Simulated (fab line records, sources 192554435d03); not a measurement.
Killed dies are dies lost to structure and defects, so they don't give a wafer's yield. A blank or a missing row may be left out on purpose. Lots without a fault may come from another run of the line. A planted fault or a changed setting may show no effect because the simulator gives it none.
Chamber matching | flow n5_finfet | N5_BEOL_M8_ALD_77 on ald_metal-01: 4 sister chambers
The step deposits TaN, target thk 2 nm, pulse time 2 s, purge time 3 s. 4 wafers are shown with their chamber, then 10 later ones without.

WAFERS WITH THEIR CHAMBER
wafer  | chamber | heater_power_w (W)
L088.1 | 0       | 464
L088.5 | 2       | 397
L091.1 | 3       | 440
L091.2 | 1       | 445

WAFERS WITHOUT THEIR CHAMBER
wafer  | heater_power_w (W)
L091.6 | 441
L092.1 | 429
L092.3 | 448
L092.4 | 451
L095.2 | 401
L095.3 | 438
L095.5 | 430
L096.2 | 396
L096.4 | 461
L096.5 | 442

WHICH CHAMBER EACH WENT THROUGH
wafer  | from the rows above          | in truth
L091.6 | can't be placed: 3 or 1      | 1
L092.1 | can't be placed: 3 or 1      | 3
L092.3 | can't be placed: 1 or 3      | 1
L092.4 | can't be placed: 1 or 3 or 0 | 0
L095.2 | 2                            | 2
L095.3 | can't be placed: 3 or 1      | 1
L095.5 | can't be placed: 3 or 1      | 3
L096.2 | 2                            | 2
L096.4 | 0                            | 0
L096.5 | can't be placed: 3 or 1      | 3
Placed correctly: 3 of 10. Can't be placed from these rows: 7 (the true chamber is among the candidates in 7). Placed wrongly: 0.
How it was worked out, from the rows above alone: a wafer's distance from a chamber is the root of the sum, over the readings, of the square of ((its reading less the chamber's mean) divided by the reading's scatter). The wafer belongs to the nearest chamber; if the next one is less than 2 further off, it can't be placed. A chamber's mean is the mean of its shown wafers. The scatter: with one shown wafer a chamber, the root of the mean of the squares of how far each hidden wafer lies from its nearest shown one.
